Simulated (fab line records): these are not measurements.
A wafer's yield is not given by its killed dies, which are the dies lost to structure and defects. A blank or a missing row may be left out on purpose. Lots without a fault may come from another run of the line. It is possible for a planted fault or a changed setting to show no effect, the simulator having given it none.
Split-lot experiment | flow n5 finfet | 21 wafers read from 7 lots, route of 1938 steps

== ABOUT THE SPLIT ==
At N5_BEOL_M13_COAT_58 (time 60 s, resist thk 89 nm), the setting spin rpm was moved away from the recipe's 1500 rpm on 6 of the 21 wafers read, by -4.8% to +10.9%. All remaining wafers had this setting at the recipe value.

== FROM THE SPLIT TO THE READING: what the file shows between them, 6 steps ==
- N5_BEOL_M13_EXPOSE_07: exposes mask V12 (also split here: dose mj)
- N5_BEOL_M13_PEB_08: peb time 90 s
- N5_BEOL_M13_DEVELOP_09: develop time 45 s
- N5_BEOL_M13_HARDBAKE_14: time 120 s
- N5_BEOL_M13_CD_MEAS_10: target cd 190 nm
- N5_BEOL_M13_DESCUM_15: chemistry O2, time 7.9 s

== THE READING ==
etch.depth nm (the simulator's own value, which no gauge read), in nm, at N5_BEOL_M13_ETCH_59 (etches BARC in N2/H2, target depth 89 nm, overetch 26.7 nm, time 67.9 s). The file gives no usual value for it. The 15 wafers here that ran the recipe average 88.88 nm, standard deviation 0.25 nm.

wafer  | tool, chamber at the split | spin rpm as run, rpm | against the recipe | etch.depth nm, nm | against lot-mates on the recipe
L074.2 | litho track-02, 0          | 1652                 | +10.1%             | 84.97             | -4.34
L074.4 | litho track-02, 0          | 1500                 | recipe             | 89.45             | -
L074.6 | litho track-02, 0          | 1500                 | recipe             | 89.18             | -
L084.3 | litho track-03, 0          | 1500                 | recipe             | 88.84             | -
L084.4 | litho track-03, 0          | 1500                 | recipe             | 88.47             | -
L084.5 | litho track-03, 0          | 1663                 | +10.9%             | 84.03             | -4.62
L085.1 | litho track-03, 0          | 1450                 | -3.3%              | 90.55             | +1.55
L085.3 | litho track-03, 0          | 1500                 | recipe             | 88.84             | -
L085.4 | litho track-03, 0          | 1500                 | recipe             | 89.15             | -
L086.2 | litho track-03, 0          | 1500                 | recipe             | 88.57             | -
L086.5 | litho track-03, 0          | 1428                 | -4.8%              | 90.88             | +2.31
L086.6 | litho track-03, 0          | 1428                 | -4.8%              | 90.56             | +1.99
L089.2 | litho track-03, 0          | 1436                 | -4.3%              | 90.82             | +1.99
L089.5 | litho track-03, 0          | 1500                 | recipe             | 88.72             | -
L089.6 | litho track-03, 0          | 1500                 | recipe             | 88.93             | -
L090.1 | litho track-02, 0          | 1500                 | recipe             | 88.99             | -
L090.2 | litho track-02, 0          | 1500                 | recipe             | 88.81             | -
L090.6 | litho track-02, 0          | 1500                 | recipe             | 88.91             | -
L093.1 | litho track-02, 0          | 1500                 | recipe             | 88.52             | -
L093.2 | litho track-02, 0          | 1500                 | recipe             | 88.83             | -
L093.5 | litho track-02, 0          | 1500                 | recipe             | 88.95             | -

FIT RESULTS
A straight line over all 21 wafers: etch.depth nm changes by -0.418 nm for each +1% of spin rpm; r = -0.99; the points scatter about the line by 0.27 nm.
The same after taking each lot's own level away (the mean of its wafers on the recipe; 21 wafers): -0.435 nm for each +1%; r = -1.00; scatter 0.14 nm.
According to that fit, moving spin rpm by its largest amount changes the reading by 4.7 nm.
Measured against the standard deviation above, the lots' own levels, which go from 88.570 to 89.315 nm, span 3.0 times it.
Consequently the slope shifts little with the lot-to-lot level, the two slopes agreeing.
Check: with one of the wafers moved furthest among these (+10.9%) left out of the fit, the line predicts -4.75 nm for it against its lot-mates. It came out at -4.62 nm against them.

== THE OTHER SPLITS THESE WAFERS WENT THROUGH ==
These wafers also went through other splits before the reading. Each is held against what the fit with the lots' levels taken away leaves over:
other split on the same wafers     | wafers away from the commonest value | r with etch.depth nm (lot level and that fit taken away)
N5_BEOL_M10_COAT_64 spin rpm       | 8                                    | -0.11
N5_BEOL_M10_COAT_22 spin rpm       | 6                                    | -0.22
N5_BEOL_M11_HM_DEP_02 target thk a | 6                                    | +0.03
N5_BEOL_M13_EXPOSE_07 dose mj      | 7                                    | +0.16

== THE WHOLE CHAIN: every reading that the file lists as answering this split, in the file's order ==
step                 | what it does                                                            | reading                                                                          | change (the file's fit)               | r (the file's)
N5_BEOL_M13_COAT_58  | time 60 s, resist thk 89 nm                                             | BARC_of_BEOL_M13_COAT_58.thk nm (the simulator's own value, which no gauge read) | -0.429 nm for each +1% of the setting | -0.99
N5_BEOL_M13_ETCH_59  | etches BARC in N2/H2, target depth 89 nm, overetch 26.7 nm, time 67.9 s | etch.depth nm (the simulator's own value, which no gauge read)                   | -0.433 nm for each +1% of the setting | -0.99
N5_BEOL_M13_STRIP_64 | strips in N2/H2                                                         | strip time to endpoint s                                                         | withheld for each +1% of the setting  | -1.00

== FILE'S OWN FIT ==
etch.depth nm changes by -0.433 nm for each +1% of spin rpm, r = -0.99.
